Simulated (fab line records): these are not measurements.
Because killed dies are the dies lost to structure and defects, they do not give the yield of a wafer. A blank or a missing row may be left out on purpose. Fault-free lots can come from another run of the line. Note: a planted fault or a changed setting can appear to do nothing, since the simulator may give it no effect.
fab line records	flow n5-finfet	part 2 of 2: steps 4 to 6 of 6
[record] lots = 24	wafers = 72	last-day = 18
route steps=1938 shown BEOL_M10@1473
lots that met no fault: from a run of the same line without faults
start-h: hours from the record's first day to the start of the lot's first wafer shown	wait-h: hours elapsed since this lot's preceding step	" the same as in the row above	L1.1+2: one row covering several wafers at once	- no value, or no start was given	* or withheld: withheld	< > ~ a bound
route shown NAME@n: a module of which the file shows steps, and the number in the route of the first	usual: average and standard deviation across the fault-free wafers	same: alike in all rows	chamber/n: place in a boat	sites: the reading at each site	_std_site: the standard deviation of these	_edge_site: the outer-site mean with the inner-site mean subtracted	radius-mm: how far each site lies from the wafer's centre	mask NAME#n: copy n	behind: the last tool/chamber to shape the wafer	hold: cause of the lot's hold/its duration in hours/its outcome	device: which transistor (n, p or np) failed to switch	end of line: the route-end tests of the same wafers	step lacking rows: just its recipe	killed: the dies lost at the first sort to structure and to defects; this is not the yield of the wafer	map: a wafer's dies, marking killed ones x, the rest . and places with no die _
set.NAME: the setting as run; set.NAME@STEP: as run at that earlier step	model.NAME: the simulator's own value behind a step, which no gauge read
steps of the route over a sample of lots; a table a step, a row a wafer
services: the hour from which a tool's chamber was out of use, counted from the record's first day as start-h (under 0 if before that day), plus the number of hours and why
[[steps]]
[step N5_BEOL_M10_STRIP_77]
[recipe] chemistry = N2/H2	time-s = 10	power-w = 450	temp-c = 40	pressure-mtorr = 20	rf-frequency-hz = 6e+07	bias-power-w = 7	n2-flow-sccm = 200	h2-flow-sccm = 200
[usual] drypump-motor-current-A = 5.8/0.47	oes-product-au = 0.78/0.092	rf-vpp-V = 59.0/0.81	showerhead-plenum-p-Torr = 2.49/0.035	throttle-valve-pct = 23.60/0.28
lot.wafer	tool	chamber	start-h	wait-h	drypump-motor-current-A	oes-product-au	rf-hours-counter-h	rf-vpp-V	showerhead-plenum-p-Torr	throttle-valve-pct
L074.1	rie-diel-05	1	-	-	6.0	0.96	4	60.0	2.48	23.14
L074.2	"	0	"	"	5.1	0.67	249	58.9	2.50	23.61
L074.5	"	0	"	"	5.1	0.67	-	58.6	2.50	23.59
L075.1	rie-diel-01	2	-	-	5.7	0.91	24	58.6	2.49	23.51
L075.2	"	0	"	"	6.5	0.85	58	57.6	2.48	23.16
L075.3	"	3	"	"	4.8	0.72	212	58.1	2.51	23.95
L076.3	rie-diel-05	1	-	-	6.0	0.93	13	58.5	2.48	23.16
L076.4	"	2	"	"	5.1	0.70	-	59.2	2.42	23.80
L076.6	"	1	"	"	6.0	0.93	-	58.8	2.48	23.16
L077.4	rie-diel-01	0	-	-	6.5	0.83	-	58.9	2.48	23.19
L077.5	"	3	"	"	4.8	0.71	-	58.6	2.51	23.97
L077.6	"	2	"	"	5.7	0.89	-	59.7	2.48	23.52
L079.2	rie-diel-02	3	-	-	6.1	0.74	142	58.9	2.54	23.48
L079.4	"	1	"	"	6.1	0.70	187	59.6	2.54	23.51
L079.6	"	3	"	"	6.0	0.74	-	59.6	2.54	23.47
L080.1	rie-diel-02	2	-	-	6.0	0.71	198	60.0	2.52	24.09
L080.4	"	1	"	"	6.1	0.69	188	59.8	2.53	23.54
L080.5	"	2	"	"	6.0	0.71	-	59.0	2.52	24.08
L078.4	rie-diel-02	1	-	-	6.1	0.70	189	59.4	2.53	23.53
L078.5	"	3	"	"	6.1	0.74	-	59.8	2.54	23.46
L078.6	"	2	"	"	6.0	0.71	-	58.2	2.52	24.10
L081.3	rie-diel-01	2	-	-	5.7	0.88	42	58.5	2.48	23.53
L081.5	"	0	"	"	6.5	0.83	-	59.2	2.47	23.20
L081.6	"	1	"	"	5.8	0.98	-	58.5	2.49	23.46
L082.1	rie-diel-01	1	-	-	5.8	0.97	7	59.6	2.49	23.47
L082.3	"	3	"	"	4.8	0.70	235	59.1	2.50	24.00
L082.5	"	2	"	"	5.7	0.88	-	58.2	2.48	23.54
L085.1	rie-diel-01	3	-	-	4.8	0.70	239	58.0	2.50	24.01
L085.2	"	2	"	"	5.7	0.87	50	58.4	2.48	23.55
L085.3	"	1	"	"	5.7	0.94	11	58.9	2.49	23.49
L083.2	rie-diel-01	2	-	-	5.7	0.86	53	59.0	2.48	23.54
L083.5	"	0	"	"	6.6	0.81	-	58.8	2.47	23.20
L083.6	"	3	"	"	4.8	0.70	-	59.7	2.50	24.01
L084.1	rie-diel-02	0	-	-	5.6	0.74	151	59.5	2.43	23.57
L084.3	"	1	"	"	6.1	0.69	202	58.3	2.53	23.53
L084.6	"	0	"	"	5.6	0.74	-	58.7	2.43	23.57
L087.2	rie-diel-05	2	-	-	5.2	0.68	219	58.0	2.41	23.82
L087.3	"	1	"	"	6.0	0.89	32	59.9	2.47	23.17
L087.6	"	1	"	"	6.0	0.89	-	58.8	2.47	23.16
L086.3	rie-diel-02	0	-	-	5.6	0.75	154	58.9	2.43	23.57
L086.4	"	1	"	"	6.1	0.68	205	60.3	2.53	23.56
L086.5	"	1	"	"	6.1	0.69	-	59.4	2.53	23.55
L090.1	rie-diel-05	1	-	-	6.0	0.87	40	58.2	2.47	23.18
L090.2	"	0	"	"	5.1	0.91	24	59.1	2.49	23.32
L090.6	"	0	"	"	5.1	0.91	-	59.7	2.49	23.34
L088.2	rie-diel-01	1	-	-	5.7	0.91	26	59.6	2.48	23.50
L088.4	"	2	"	"	5.7	0.84	-	59.3	2.47	23.55
L088.6	"	0	"	"	6.5	0.81	-	59.2	2.46	23.22
L091.1	rie-diel-01	1	-	-	5.7	0.91	27	58.6	2.48	23.50
L091.4	"	0	"	"	6.5	0.80	-	59.8	2.46	23.24
L091.6	"	1	"	"	5.7	0.91	-	59.6	2.48	23.48
L089.2	rie-diel-02	0	-	-	5.7	0.74	163	58.2	2.43	23.58
L089.3	"	2	"	"	6.0	0.69	223	59.7	2.51	24.12
L089.6	"	1	"	"	6.1	0.68	-	59.4	2.52	23.56
L092.3	rie-diel-02	2	-	-	5.9	0.69	225	57.8	2.51	24.12
L092.4	"	1	"	"	6.1	0.68	216	58.2	2.52	23.57
L092.6	"	0	"	"	5.7	0.74	-	59.9	2.43	23.59
L093.1	rie-diel-02	2	-	-	6.0	0.69	227	57.5	2.51	24.13
L093.3	"	3	"	"	6.0	0.72	172	59.0	2.53	23.50
L093.4	"	0	"	"	5.7	0.74	167	58.6	2.43	23.60
L094.1	rie-diel-02	0	-	-	5.6	0.74	169	58.3	2.42	23.58
L094.5	"	2	"	"	5.9	0.69	-	59.2	2.51	24.14
L094.6	"	1	"	"	6.1	0.68	-	59.5	2.52	23.58
L095.2	rie-diel-01	2	-	-	5.7	0.83	83	60.2	2.46	23.59
L095.5	"	2	"	"	5.7	0.84	-	59.6	2.46	23.60
L095.6	"	3	"	"	4.8	0.95	-	58.4	2.49	23.76
L096.1	rie-diel-02	0	-	-	5.7	0.73	173	58.7	2.42	23.59
L096.2	"	1	"	"	6.1	0.67	224	60.2	2.52	23.60
L096.3	"	2	"	"	5.9	0.68	233	59.0	2.51	24.14
L097.1	rie-diel-01	3	-	-	4.8	0.92	9	57.4	2.49	23.74
L097.2	"	2	"	"	5.7	0.82	89	58.2	2.46	23.59
L097.4	"	1	"	"	5.7	0.87	48	59.1	2.47	23.53
[step N5_BEOL_M10_DEGAS_44]
[recipe] ambient = vacuum	temp-c = 250	time-s = 60
[usual] heater-power-w = 330/44
lot.wafer	tool	chamber	start-h	wait-h	heater-power-w
L074.1	pvd-sputter-01	-	216.75	0.4	351
L074.2	"	-	"	"	249
L074.5	"	-	"	"	346
L075.1	pvd-sputter-02	-	223.83	0.5	362
L075.2	"	-	"	"	287
L075.3	"	-	"	"	307
L076.3	pvd-sputter-02	-	237.45	0.2	363
L076.4	"	-	"	"	301
L076.6	"	-	"	"	376
L077.4	pvd-sputter-03	-	247.77	0.2	341
L077.5	"	-	"	"	302
L077.6	"	-	"	"	333
L079.2	pvd-sputter-03	-	256.72	0.2	304
L079.4	"	-	"	"	364
L079.6	"	-	"	"	368
L080.1	pvd-sputter-02	-	259.00	0.3	293
L080.4	"	-	"	"	381
L080.5	"	-	"	"	295
L078.4	pvd-sputter-01	-	262.08	0.3	244
L078.5	"	-	"	"	381
L078.6	"	-	"	"	337
L081.3	pvd-sputter-02	-	265.04	0.8	370
L081.5	"	-	"	"	292
L081.6	"	-	"	"	375
L082.1	pvd-sputter-03	-	275.41	0.9	300
L082.3	"	-	"	"	379
L082.5	"	-	"	"	366
L085.1	pvd-sputter-01	-	284.86	1.9	374
L085.2	"	-	"	"	248
L085.3	"	-	"	"	331
L083.2	pvd-sputter-01	-	289.72	0.4	349
L083.5	"	-	"	"	388
L083.6	"	-	"	"	253
L084.1	pvd-sputter-01	-	293.46	0.3	336
L084.3	"	-	"	"	247
L084.6	"	-	"	"	247
L087.2	pvd-sputter-03	-	297.78	0.3	334
L087.3	"	-	"	"	377
L087.6	"	-	"	"	294
L086.3	pvd-sputter-02	-	304.16	0.5	306
L086.4	"	-	"	"	379
L086.5	"	-	"	"	378
L090.1	pvd-sputter-01	-	316.18	0.3	381
L090.2	"	-	"	"	240
L090.6	"	-	"	"	244
L088.2	pvd-sputter-01	-	321.20	0.2	343
L088.4	"	-	"	"	249
L088.6	"	-	"	"	351
L091.1	pvd-sputter-03	-	323.55	0.5	303
L091.4	"	-	"	"	380
L091.6	"	-	"	"	304
L089.2	pvd-sputter-03	-	329.71	0.5	334
L089.3	"	-	"	"	307
L089.6	"	-	"	"	295
L092.3	pvd-sputter-01	-	336.77	0.4	345
L092.4	"	-	"	"	379
L092.6	"	-	"	"	387
L093.1	pvd-sputter-02	-	340.65	1.3	359
L093.3	"	-	"	"	379
L093.4	"	-	"	"	297
L094.1	pvd-sputter-01	-	347.91	2.6	243
L094.5	"	-	"	"	344
L094.6	"	-	"	"	244
L095.2	pvd-sputter-01	-	356.89	0.5	343
L095.5	"	-	"	"	246
L095.6	"	-	"	"	345
L096.1	pvd-sputter-01	-	358.69	0.3	244
L096.2	"	-	"	"	345
L096.3	"	-	"	"	349
L097.1	pvd-sputter-02	-	371.61	1.1	292
L097.2	"	-	"	"	356
L097.4	"	-	"	"	378
[step N5_BEOL_M10_ANNEAL_51]
[recipe] temp-c = 225	time-s = 90	ambient = N2
[usual] wafer_temp_C_max = 226.25/0.27
lot.wafer	tool	chamber	start-h	wait-h	wafer_temp_C_max
L074.1	rtp-anneal-02	0	221.07	0.2	226.28
L074.2	"	0	"	"	226.25
L074.5	"	0	"	"	226.08
L075.1	rtp-anneal-01	0	226.95	0.1	226.17
L075.2	"	0	"	"	226.29
L075.3	"	0	"	"	226.65
L076.3	rtp-anneal-01	0	238.67	0.3	226.81
L076.4	"	0	"	"	226.18
L076.6	"	0	"	"	226.18
L077.4	rtp-anneal-02	0	249.08	0.4	226.37
L077.5	"	0	"	"	226.38
L077.6	"	0	"	"	226.24
L079.2	rtp-anneal-01	0	257.93	0.4	226.27
L079.4	"	0	"	"	226.36
L079.6	"	0	"	"	226.44
L080.1	rtp-anneal-02	0	261.37	0.1	226.06
L080.4	"	0	"	"	226.10
L080.5	"	0	"	"	226.18
L078.4	rtp-anneal-02	0	263.08	0.2	226.11
L078.5	"	0	"	"	226.21
L078.6	"	0	"	"	226.40
L081.3	rtp-anneal-02	0	266.03	0.1	226.26
L081.5	"	0	"	"	226.01
L081.6	"	0	"	"	225.86
L082.1	rtp-anneal-02	0	276.45	0.3	226.38
L082.3	"	0	"	"	226.14
L082.5	"	0	"	"	226.23
L085.1	rtp-anneal-02	0	285.79	0.1	226.33
L085.2	"	0	"	"	226.19
L085.3	"	0	"	"	226.12
L083.2	rtp-anneal-01	0	291.11	0.5	226.77
L083.5	"	0	"	"	226.29
L083.6	"	0	"	"	226.97
L084.1	rtp-anneal-02	0	294.34	0.1	225.93
L084.3	"	0	"	"	226.04
L084.6	"	0	"	"	225.85
L087.2	rtp-anneal-02	0	298.96	0.4	226.02
L087.3	"	0	"	"	226.28
L087.6	"	0	"	"	226.11
L086.3	rtp-anneal-01	0	305.68	0.7	226.27
L086.4	"	0	"	"	226.56
L086.5	"	0	"	"	226.68
L090.1	rtp-anneal-01	0	319.21	0.1	226.00
L090.2	"	0	"	"	226.33
L090.6	"	0	"	"	226.14
L088.2	rtp-anneal-02	0	323.29	0.1	226.14
L088.4	"	0	"	"	226.14
L088.6	"	0	"	"	226.22
L091.1	rtp-anneal-02	0	324.48	0.1	225.88
L091.4	"	0	"	"	226.00
L091.6	"	0	"	"	226.25
L089.2	rtp-anneal-01	0	332.30	0.2	226.44
L089.3	"	0	"	"	226.18
L089.6	"	0	"	"	226.78
L092.3	rtp-anneal-02	0	337.98	0.3	226.12
L092.4	"	0	"	"	226.15
L092.6	"	0	"	"	225.95
L093.1	rtp-anneal-01	0	341.77	0.3	226.19
L093.3	"	0	"	"	226.33
L093.4	"	0	"	"	226.47
L094.1	rtp-anneal-01	0	348.92	0.1	226.38
L094.5	"	0	"	"	226.24
L094.6	"	0	"	"	226.48
L095.2	rtp-anneal-01	0	357.90	0.1	226.76
L095.5	"	0	"	"	226.52
L095.6	"	0	"	"	226.09
L096.1	rtp-anneal-02	0	361.45	0.2	226.43
L096.2	"	0	"	"	226.21
L096.3	"	0	"	"	226.00
L097.1	rtp-anneal-01	0	372.64	0.1	226.29
L097.2	"	0	"	"	226.50
L097.4	"	0	"	"	226.75
[[services]]
tool	chamber	start-h	hours	kind
rie-diel-01	0	205.00	10.7	repair
rie-diel-05	3	217.36	2.8	repair
rie-diel-05	0	221.67	-	clean
rie-diel-05	0	221.67	-	consumable-replace:focus-ring
rie-diel-05	0	221.67	19.9	scheduled-down
rie-diel-01	1	226.12	7.0	repair
rie-diel-01	1	233.20	-	clean
rie-diel-01	1	233.20	-	consumable-replace:focus-ring
rie-diel-01	1	233.20	23.2	scheduled-down
rie-diel-01	1	233.20	23.2	vent-cycle
pecvd-01	-	256.49	0.9	repair
rie-diel-05	-	271.96	10.0	pm
rie-diel-05	3	292.57	28.2	repair
rie-diel-01	3	306.54	-	clean
rie-diel-01	3	306.54	-	consumable-replace:focus-ring
rie-diel-01	3	306.54	32.1	scheduled-down
rie-diel-01	3	306.54	32.1	vent-cycle
pecvd-02	-	310.09	0.5	repair
rie-diel-05	-	311.93	2.8	pm
pvd-sputter-03	-	316.18	2.9	repair
rie-diel-05	3	321.20	7.7	repair
pecvd-02	-	326.05	14.6	pm
rie-diel-01	3	343.36	5.8	repair
rtp-anneal-02	-	349.02	1.1	pm
